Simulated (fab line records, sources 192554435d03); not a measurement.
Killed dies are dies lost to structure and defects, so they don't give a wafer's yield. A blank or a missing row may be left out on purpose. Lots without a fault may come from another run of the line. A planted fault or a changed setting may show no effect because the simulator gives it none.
Which tool did it? | flow n5_finfet | 11 lots, 33 wafers sampled, at 4 steps of a route of 1938

WHAT THE GAUGES READ, wafer by wafer
The record holds no reading of a measuring or inspecting step that can be judged against a usual standard deviation.

WHICH TOOL RAN EACH LOT (tool, then ch and the chambers of the sampled wafers, then the start)
lot  | N5_BEOL_M15_ETCH_38                           | N5_BEOL_M15_ANNEAL_48            | N5_BEOL_M15_CMP_49            | N5_PASSIVATION_PECVD_00
L335 | rie_diel-06 ch 0,1,2, day 11 07:40 or earlier | rtp_anneal-02 ch 0, day 11 07:40 | cmp-02 ch 1,3, day 11 08:15   | pecvd-01 ch 0,1,2, day 11 09:41
L336 | rie_diel-01 ch 0,1,2, day 11 21:55 or earlier | rtp_anneal-02 ch 0, day 11 21:55 | cmp-02 ch 1,2,3, day 11 22:13 | pecvd-04 ch 0,1,2, day 11 23:40
L338 | rie_diel-02 ch 0,1,2, day 12 04:36 or earlier | rtp_anneal-02 ch 0, day 12 04:36 | cmp-02 ch 2,3, day 12 04:55   | pecvd-03 ch 0,1,2, day 12 06:19
L339 | rie_diel-02 ch 1,2,3, day 12 14:49 or earlier | rtp_anneal-02 ch 0, day 12 14:49 | cmp-01 ch 0,1, day 12 15:10   | pecvd-04 ch 0,1,2, day 12 16:38
L345 | rie_diel-02 ch 2,3, day 13 19:18 or earlier   | rtp_anneal-01 ch 0, day 13 19:18 | cmp-01 ch 0,2,3, day 13 19:46 | pecvd-04 ch 0,1, day 13 21:10
L348 | rie_diel-02 ch 2,3, day 14 22:38 or earlier   | rtp_anneal-02 ch 0, day 14 22:38 | cmp-01 ch 2,3, day 14 22:59   | pecvd-04 ch 0,1,2, day 15 00:25
L349 | rie_diel-06 ch 2,3, day 15 17:41 or earlier   | rtp_anneal-02 ch 0, day 15 17:41 | cmp-01 ch 1,2,3, day 15 18:03 | pecvd-04 ch 1,2, day 15 19:25
L352 | rie_diel-01 ch 0,1,2, day 16 05:05 or earlier | rtp_anneal-01 ch 0, day 16 05:05 | cmp-03 ch 1,3, day 16 05:45   | pecvd-03 ch 0,2, day 16 07:10
L354 | rie_diel-01 ch 0,1, day 16 23:41 or earlier   | rtp_anneal-02 ch 0, day 16 23:41 | cmp-02 ch 1,3, day 17 00:01   | pecvd-03 ch 1,2, day 17 01:26
L358 | rie_diel-06 ch 0,2,3, day 17 06:27 or earlier | rtp_anneal-02 ch 0, day 17 06:27 | cmp-01 ch 0,1,3, day 17 06:45 | pecvd-01 ch 0,2, day 17 08:34
L356 | rie_diel-02 ch 1,2, day 17 08:38 or earlier   | rtp_anneal-01 ch 0, day 17 08:38 | cmp-03 ch 2,3, day 17 08:53   | pecvd-03 ch 0,1,2, day 17 10:17
- N5_BEOL_M15_ETCH_38: etches SiCN in CF4/N2, target depth 106.4 nm, time 120.5 s.
- N5_BEOL_M15_ANNEAL_48: time 90 s.
- N5_BEOL_M15_CMP_49: polishes, stops on SiO2, t overpolish 4.9 s, target thk 850 nm.
- N5_PASSIVATION_PECVD_00: deposits SiO2 from SiH4/N2O, target thk 200 nm, time 11.2 s.

WHAT THE TOOLS THEMSELVES READ (means of the sampled wafers that have a number; where no wafer has one, the mark that the record gives instead)
N5_BEOL_M15_ETCH_38.
lot  | tool        | bias_w (W) | chamber_pressure_mTorr (mTorr) | drypump_motor_current_A (A) | oes_product_au (a.u.) | rf_vpp_V (V) | showerhead_plenum_p_Torr (Torr) | throttle_valve_pct (%)
L335 | rie_diel-06 | 69.96      | 40.00                          | 5.49                        | 0.70                  | 382.2        | 2.21                            | 15.58
L336 | rie_diel-01 | 70.05      | 39.97                          | 5.56                        | 0.90                  | 382.8        | 2.21                            | 15.33
L338 | rie_diel-02 | 69.93      | 39.99                          | 5.54                        | 0.86                  | 382.4        | 2.20                            | 15.18
L339 | rie_diel-02 | 69.75      | 40.02                          | 5.63                        | 0.78                  | 381.0        | 2.15                            | 15.32
L345 | rie_diel-02 | 69.93      | 39.97                          | 5.50                        | 0.76                  | 380.4        | 2.14                            | 15.38
L348 | rie_diel-02 | 70.22      | 40.00                          | 5.67                        | 0.77                  | 380.7        | 2.17                            | 15.24
L349 | rie_diel-06 | 70.08      | 40.03                          | 5.56                        | 0.73                  | 385.3        | 2.28                            | 15.33
L352 | rie_diel-01 | 69.93      | 39.99                          | 5.53                        | 0.83                  | 382.2        | 2.20                            | 15.39
L354 | rie_diel-01 | 70.22      | 40.05                          | 5.44                        | 0.77                  | 380.9        | 2.14                            | 15.40
L358 | rie_diel-06 | 70.20      | 39.99                          | 5.70                        | 0.78                  | 383.0        | 2.25                            | 15.33
L356 | rie_diel-02 | 70.11      | 40.03                          | 5.78                        | 0.77                  | 381.1        | 2.17                            | 15.24

N5_BEOL_M15_ANNEAL_48.
lot  | tool          | wafer_temp_C_max
L335 | rtp_anneal-02 | 225.77
L336 | rtp_anneal-02 | 226.15
L338 | rtp_anneal-02 | 221.45
L339 | rtp_anneal-02 | 221.24
L345 | rtp_anneal-01 | 225.58
L348 | rtp_anneal-02 | 225.79
L349 | rtp_anneal-02 | 225.84
L352 | rtp_anneal-01 | 225.76
L354 | rtp_anneal-02 | 225.87
L358 | rtp_anneal-02 | 226.17
L356 | rtp_anneal-01 | 225.69

N5_BEOL_M15_CMP_49.
lot  | tool   | barrier_field_endpoint_s (s) | motor_current_A (A) | overpolish_run_s (s)
L335 | cmp-02 | 11.44                        | 8.1                 | 4.903
L336 | cmp-02 | 11.23                        | 8.4                 | 4.903
L338 | cmp-02 | 11.36                        | 8.8                 | 4.905
L339 | cmp-01 | 11.75                        | 7.2                 | 4.895
L345 | cmp-01 | 11.22                        | 7.6                 | 4.902
L348 | cmp-01 | 11.71                        | 7.8                 | 4.901
L349 | cmp-01 | 11.86                        | 7.7                 | 4.900
L352 | cmp-03 | 11.20                        | 7.8                 | 4.898
L354 | cmp-02 | 11.52                        | 7.8                 | 4.899
L358 | cmp-01 | 11.44                        | 7.4                 | 4.903
L356 | cmp-03 | 11.42                        | 7.8                 | 4.902

N5_PASSIVATION_PECVD_00.
lot  | tool     | heater_power_outer_w (W) | heater_power_w (W) | showerhead_plenum_p_Torr (Torr) | throttle_valve_pct (%)
L335 | pecvd-01 | 380                      | 666                | 8.17                            | 52.0
L336 | pecvd-04 | 315                      | 544                | 8.09                            | 49.7
L338 | pecvd-03 | 463                      | 761                | 8.18                            | 49.9
L339 | pecvd-04 | 340                      | 574                | 8.08                            | 49.8
L345 | pecvd-04 | 316                      | 539                | 8.23                            | 49.7
L348 | pecvd-04 | 328                      | 559                | 8.09                            | 49.9
L349 | pecvd-04 | 408                      | 699                | 8.07                            | 50.2
L352 | pecvd-03 | 346                      | 607                | 8.26                            | 49.2
L354 | pecvd-03 | 464                      | 775                | 8.11                            | 48.4
L358 | pecvd-01 | 319                      | 600                | 8.16                            | 51.7
L356 | pecvd-03 | 449                      | 751                | 8.18                            | 50.1

THE ANSWER, worked out from the rows above alone
Rule: what is usual is taken from the lots themselves. Put in order of their means at a reading, lots are off if they are a third of the lots or fewer, leave a main group of 4 or more, and stand apart from it by a gap of 3 or more times the standard deviation of the main group's means; of several such gaps the widest counts. A main group whose means are all the same, to the digits that the tables above print for the reading, isn't used. A lot without any number at a reading at which 4 lots or more have one is off too. The other lots that the step has rows for count as sound. The gauges are gone through in route order, then the tools' own readings, and for those a lot's mean is taken as printed above. The first step at which some lot is off is used, and at that step the reading that is off furthest; a lot without a number counts as furthest.
Off: L338, L339, at N5_BEOL_M15_ANNEAL_48 (wafer_temp_C_max). The main group: mean 225.85, standard deviation 0.19.
A tool fits if, at that step or a process step before it, it ran every lot that is off, and no sound lot after the first of them. N5_BEOL_M15_ETCH_38 gives no start for some lots, so the hours and the order of its lots are those of N5_BEOL_M15_ANNEAL_48. None of those tried fits.

WHAT THE SIMULATOR HAD PUT IN
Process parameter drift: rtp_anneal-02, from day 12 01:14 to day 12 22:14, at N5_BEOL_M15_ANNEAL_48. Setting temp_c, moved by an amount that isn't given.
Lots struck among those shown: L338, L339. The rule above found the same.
